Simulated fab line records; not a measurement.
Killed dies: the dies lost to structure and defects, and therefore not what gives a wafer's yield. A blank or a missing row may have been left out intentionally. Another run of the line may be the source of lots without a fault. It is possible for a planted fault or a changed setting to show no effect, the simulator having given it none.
Code-filled problem report in 8D (eight disciplines) form    flow n5Finfet    the parts of the form that need people (team, actions taken, sign-off) are left out

== 1. THE ISSUE ==
M9_ILD_THK at N5_BEOL_M9_THK_MEAS_01 reads a mean of 303 nm on 3 wafers of 2 lots; wafers without a fault read 267 nm with a standard deviation of 3.9. That is +9.3 standard deviations from the usual mean.
Earliest sighting: wafer L815.3 on filmMetro-02 at day 11 16:22. The record has a number at this step for 30 wafers belonging to 10 lots. Rule for "out" (also "out of limits"): further than 4 standard deviations from the usual mean. The other wafers with a number count as sound.

== 2. WHAT IT IS AND WHAT IT IS NOT ==
question                     is                          is not
which readings at this step  M9_ILD_THK                  -
which lots                   L814, L815                  L808, L811, L822, L826, L828, L829, L830, L831
which wafers of those lots   L814.1, L815.3, L815.6      L814.2, L814.3, L815.1
read on which gauges         filmMetro-01, filmMetro-02  -
when                         from day 11 16:22           up to then (7 sound wafers); but 20 sound wafers of L814, L822, L826, L828, L829, L830, L831 came after

== 3. SUSPECTS, AND WHAT RULES EACH OUT ==
Counting: a tool at a process step up to the reading stays a suspect if it ran every lot that is out. Sound lots after the first of them don't rule it out here, since some wafers of a struck lot are sound.
- the gauge at N5_BEOL_M9_THK_MEAS_01 is ruled out. Those wafers that are out were read across 2 gauges (filmMetro-01, filmMetro-02).
- rieDiel-04 at N5_BEOL_M8_STRIP_36 (strips in N2/H2): kept. It processed each lot that is out (first: L815, day 11 11:05); up to then, its last sound lot is L811 (day 10 10:54).
- pecvd-02 at N5_BEOL_M9_ILD_DEP_00 (deposits SiCOH lowk from DEMS/porogen, target thk 308.51 nm, time 58 s): kept. It ran every lot that is out, first L815 (day 11 15:17). On those wafers its own readings are out: runLengthS.
- pecvd-02, N5_BEOL_M9_ILD_DEP_00: wafers that are out in chamber 0, sound lot-mates in chambers 1, 2.
Left after counting: rieDiel-04 at N5_BEOL_M8_STRIP_36, pecvd-02 at N5_BEOL_M9_ILD_DEP_00.

== 4. THE CAUSE (what the simulator had put in) ==
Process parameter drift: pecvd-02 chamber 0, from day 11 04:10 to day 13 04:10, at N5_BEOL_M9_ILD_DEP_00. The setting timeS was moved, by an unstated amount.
After counting, 2 suspects remain, this tool included.

== 5. THE CHAIN OF EFFECTS, in route order ==
Rows list readings where the struck wafers' mean (over those with a number) sits beyond 3 standard deviations from the usual. Only readings for which the record gives a usual standard deviation are gone through. hours: the time from each lot's start at the first step in this table that gives one to its start at this step, as a median over the lots. sigmas: the change in usual standard deviations.
hours  step                    reading     usual    on struck wafers  change  sigmas
0      N5_BEOL_M9_ILD_DEP_00   runLengthS  100.9 s  109.3             +8.4    +15
1      N5_BEOL_M9_THK_MEAS_01  M9_ILD_THK  267 nm   303               +36     +9.3
Process steps it contains:
- N5_BEOL_M9_ILD_DEP_00: deposits SiCOH lowk from DEMS/porogen, target thk 308.51 nm, time 58 s.

== 6. HOW IT WOULD HAVE BEEN CAUGHT EARLIER ==
Counted from the fault's start at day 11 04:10, it took 12 hours until the first out-of-limits reading at a measuring or inspecting step in this record, taken at day 11 16:22.
At N5_BEOL_M9_ILD_DEP_00, the tool's own readings (runLengthS) were out on each struck wafer the step has a row for, so an alarm limit on them would have fired on the first such wafer.
Lots out: 2; of these, L814 started N5_BEOL_M9_ILD_DEP_00 on pecvd-02 after day 11 16:22. A hold on the tool at that time would have spared it.
